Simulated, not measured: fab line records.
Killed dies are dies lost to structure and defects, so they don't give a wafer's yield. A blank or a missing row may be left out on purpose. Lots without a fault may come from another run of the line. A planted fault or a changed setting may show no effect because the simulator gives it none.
Chamber matching :: flow nand-harc :: pecvd-04 running NHARC_A_CONTACT_DEP_85: 3 sister chambers
The step deposits SiON, target thk 60 nm. 3 wafers are shown with their chamber, then 9 later ones without.

WAFERS, EACH WITH ITS CHAMBER
wafer: L090.4
chamber: 1
heater-power-w (W): 742

wafer: L091.4
chamber: 0
heater-power-w (W): 670

wafer: L091.5
chamber: 2
heater-power-w (W): 712

WAFERS WITH NO CHAMBER GIVEN
wafer: L093.1
heater-power-w (W): 674

wafer: L093.4
heater-power-w (W): 737

wafer: L093.5
heater-power-w (W): 688

wafer: L095.2
heater-power-w (W): 719

wafer: L095.3
heater-power-w (W): 626

wafer: L095.6
heater-power-w (W): 780

wafer: L096.1
heater-power-w (W): 668

wafer: L096.5
heater-power-w (W): 800

wafer: L096.6
heater-power-w (W): 686

THE CHAMBER EACH PASSED THROUGH
wafer: L093.1
from the rows above: can't be placed: 0 or 2
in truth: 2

wafer: L093.4
from the rows above: can't be placed: 1 or 2
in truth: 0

wafer: L093.5
from the rows above: can't be placed: 0 or 2 or 1
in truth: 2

wafer: L095.2
from the rows above: can't be placed: 2 or 1 or 0
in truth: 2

wafer: L095.3
from the rows above: can't be placed: 0 or 2
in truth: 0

wafer: L095.6
from the rows above: can't be placed: 1 or 2
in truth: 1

wafer: L096.1
from the rows above: can't be placed: 0 or 2
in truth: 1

wafer: L096.5
from the rows above: can't be placed: 1 or 2
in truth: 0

wafer: L096.6
from the rows above: can't be placed: 0 or 2 or 1
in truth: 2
Correct placement for 0 of the 9. Unplaceable from these rows: 9, with the true chamber sitting among the candidates in 6. Number placed wrongly: 0.
How it was worked out, from the rows above alone: a wafer's distance from a chamber is the root of the sum, over the readings, of the square of ((its reading less the chamber's mean) divided by the reading's scatter). The wafer belongs to the nearest chamber; if the next one is less than 2 further off, it can't be placed. Each chamber's mean is taken over the wafers shown for it. The scatter (one wafer shown for each chamber): square how far every hidden wafer sits from the nearest shown wafer, average those squares and take the square root.
